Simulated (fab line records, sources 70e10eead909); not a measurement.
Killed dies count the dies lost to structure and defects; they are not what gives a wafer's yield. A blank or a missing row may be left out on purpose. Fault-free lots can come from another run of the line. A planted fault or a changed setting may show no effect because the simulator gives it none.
Matching of chambers    flow nand_harc    NHARC_P_M1_ETCH_35 on rie_diel-03: 4 sister chambers
The step etches the open film in N2/H2, target depth 40 nm, overetch 12 nm, time 43.94 s. 4 wafers are shown with their chamber, then 7 later ones without.

== WAFERS, EACH WITH ITS CHAMBER ==
wafer   chamber  drypump_motor_current_A (A)
L640.1  3        5.7
L640.5  0        5.2
L642.1  2        5.8
L642.3  1        5.8

== WAFERS WHOSE CHAMBER IS MISSING ==
wafer   drypump_motor_current_A (A)
L642.4  5.2
L650.2  5.8
L650.3  5.7
L650.4  5.2
L651.1  5.8
L651.3  5.2
L651.6  5.9

== WHICH CHAMBER EACH ONE RAN IN ==
wafer   from the rows above      in truth
L642.4  0                        0
L650.2  can't be placed: 1 or 2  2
L650.3  3                        3
L650.4  0                        0
L651.1  can't be placed: 1 or 2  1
L651.3  0                        0
L651.6  can't be placed: 1 or 2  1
Correct placement for 4 of the 7. From these rows, 3 cannot be placed; in 3 the true chamber is one of the candidates. Wrongly placed: 0.
How it was worked out, from the rows above alone: a wafer's distance from a chamber is the root of the sum, over the readings, of the square of ((its reading less the chamber's mean) divided by the reading's scatter). The wafer belongs to the nearest chamber; if the next one is less than 2 further off, it can't be placed. Each chamber's mean is taken over the wafers shown for it. The scatter: with one shown wafer a chamber, the root of the mean of the squares of how far each hidden wafer lies from its nearest shown one.
